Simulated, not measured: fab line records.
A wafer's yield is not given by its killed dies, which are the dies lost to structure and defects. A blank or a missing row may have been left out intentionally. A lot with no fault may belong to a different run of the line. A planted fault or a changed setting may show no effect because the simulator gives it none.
Comparing a struck lot with a sound one ; flow n5 finfet ; 20 steps out of a route of 1938
Sound: the wafers L738.2, L738.4, L738.6. Wafers L734.1, L734.3, L734.5 were the ones struck. The cause is given at the end.
Per side, at each step with rows, come the tool, then ch with its chambers, and then its first start. Under that, the readings that differ: sound wafers ; struck wafers ; difference of the means ; sigmas: that difference in standard deviations of wafers without a fault.
alike: readings with means less than 2 such deviations apart, plus words and numbers identical on both sides. not compared: withheld readings, readings lacking a value on some wafer, bounds such as >300 that could conceal the same value, and numbers that have no deviation in the record and whose values overlap.
A row with sigmas, a row that says differs or no value, or rows on one side alone: a step with any of these is where the two part. When numbers do not overlap yet have no deviation, they are printed without sigmas and do not part them. Lack of a reading on every wafer of one side parts them only where that side has two or more wafers.

first, 6 steps without rows for these wafers: N5_BEOL_M5_COAT_05 (resist thk 30 nm); N5_BEOL_M5_EBR_07; N5_BEOL_M5_SOFTBAKE_06 (time 60 s); N5_BEOL_M5_EXPOSE_08 (exposes mask M5, target cd 28 nm); N5_BEOL_M5_PEB_09 (peb time 60 s); N5_BEOL_M5_DEVELOP_10 (develop time 30 s).
N5_BEOL_M5_CD_MEAS_11 targets a cd of 27.74 nm.
  sound on cd sem-02 ch 0, day 14 11:21; struck on cd sem-02 ch 0, day 13 14:38
  alike: cd nm
N5_BEOL_M5_OVL_MEAS_12:
  sound on overlay-02 ch 0, day 14 11:23; struck on overlay-02 ch 0, day 13 14:40
  alike: M5_OVL
N5_BEOL_M5_INSPECT_13: inspects for defects (brightfield).
  sound: defect inspect-01 at day 14 11:26; struck: defect inspect-02 at day 13 14:43
  alike: raw defect count
N5_BEOL_M5_DESCUM_16: chemistry O2, time 7 s.
  sound on rie diel-06 ch 0,1,3, day 14 11:29; struck on rie diel-06 ch 1,2,3, day 13 15:12
  alike: bias power w, drypump motor current A, oes product au, rf vpp V, showerhead plenum p Torr, throttle valve pct
  not compared: rf hours counter h
N5_BEOL_M5_ETCH_72: etches underlayer in N2/H2, target depth 6.5 nm, time 5.2 s.
  sound on rie diel-06 ch 0,1,3, day 14 11:31; struck on rie diel-06 ch 1,2,3, day 13 15:14
  alike: bias w, chamber pressure mTorr, drypump motor current A, etch rf on time s, n2 flow sccm, oes product au, rf vpp V, showerhead plenum p Torr, throttle valve pct
  not compared: rf hours counter h
N5_BEOL_M5_ETCH_61: etches SiARC in CF4, target depth 15.6 nm, time 26 s.
  sound on rie diel-06 ch 0,1,3, day 14 11:32; struck on rie diel-06 ch 1,2,3, day 13 15:15
  alike: bias w, cf4 flow sccm, drypump motor current A, etch rf on time s, oes product au, rf vpp V, showerhead plenum p Torr, throttle valve pct
  not compared: rf hours counter h
N5_BEOL_M5_ETCH_62: etches SOC in N2/H2, target depth 75 nm, overetch 15 nm, time 112.5 s.
  sound on rie diel-06 ch 0,1,3, day 14 11:34; struck on rie diel-06 ch 1,2,3, day 13 15:17
  no value came back on the struck wafers for any of 8 readings (bias w (W), chamber pressure mTorr (mTorr) and others); on the sound wafers bias w (W) reads 150.1 150.0 149.8
reading;sound;struck;difference;sigmas
model.SiARC_of_BEOL_M5_COAT_60.thk nm (nm);7 7 6.6;12 12 12;+5;
model.underlayer_of_BEOL_M5_COAT_71.thk nm (nm);0 0 0;5 5 5;+5;
  not compared: rf hours counter h
then, 2 steps without rows for these wafers: N5_BEOL_M5_STRIP_63 (strips in N2/H2); N5_BEOL_M5_STRIP_73 (strips in N2/H2).
N5_BEOL_M5_STRIP_64: strips in CF4.
  sound on rie diel-06 ch 0,1,3, day 14 11:41; struck on rie diel-06 ch 1,2,3, day 13 15:25
  alike: bias power w, drypump motor current A, oes product au, rf vpp V, showerhead plenum p Torr, throttle valve pct
  not compared: rf hours counter h
N5_BEOL_M5_HM_OPEN_17: chemistry Cl2/BCl3, target TiN, target depth 20 nm, overetch 6 nm.
  sound on rie metal-01 ch 0,1, day 14 11:43; struck on rie metal-03 ch 0, day 13 15:27
reading;sound;struck;difference;sigmas
oes product au (a.u.);0.73 0.72 0.72;0.38 0.37 0.38;-0.35;-8
throttle valve pct (%);22.48 22.29 22.29;22.83 22.84 22.85;+0.49;+2
  alike: drypump motor current A, he backside leak sccm, oes_ar_750_au
  not compared: rf hours counter h
N5_BEOL_M5_STRIP_19: strips in O2.
  sound on rie diel-03 ch 0,1,3, day 14 11:50; struck on rie diel-03 ch 1,2,3, day 13 15:34
  alike: drypump motor current A, oes product au, rf vpp V, showerhead plenum p Torr, throttle valve pct
  not compared: rf hours counter h
N5_BEOL_M5_CD_MEAS_18: pitch 56 nm, target cd 28 nm.
  sound: cd sem-02 at day 14 11:55; struck: cd sem-03 at day 13 15:38
reading;sound;struck;difference;sigmas
cd nm (nm);27.4 28.3 27.3;- - -;no value on the struck wafers;
then, 1 step without rows for these wafers: N5_BEOL_M5_COAT_65 (time 60 s, resist thk 60 nm).

## WHERE THEY PART
First at N5_BEOL_M5_ETCH_62; last, within this record, at N5_BEOL_M5_CD_MEAS_18.

WHY: the cause the simulator had injected
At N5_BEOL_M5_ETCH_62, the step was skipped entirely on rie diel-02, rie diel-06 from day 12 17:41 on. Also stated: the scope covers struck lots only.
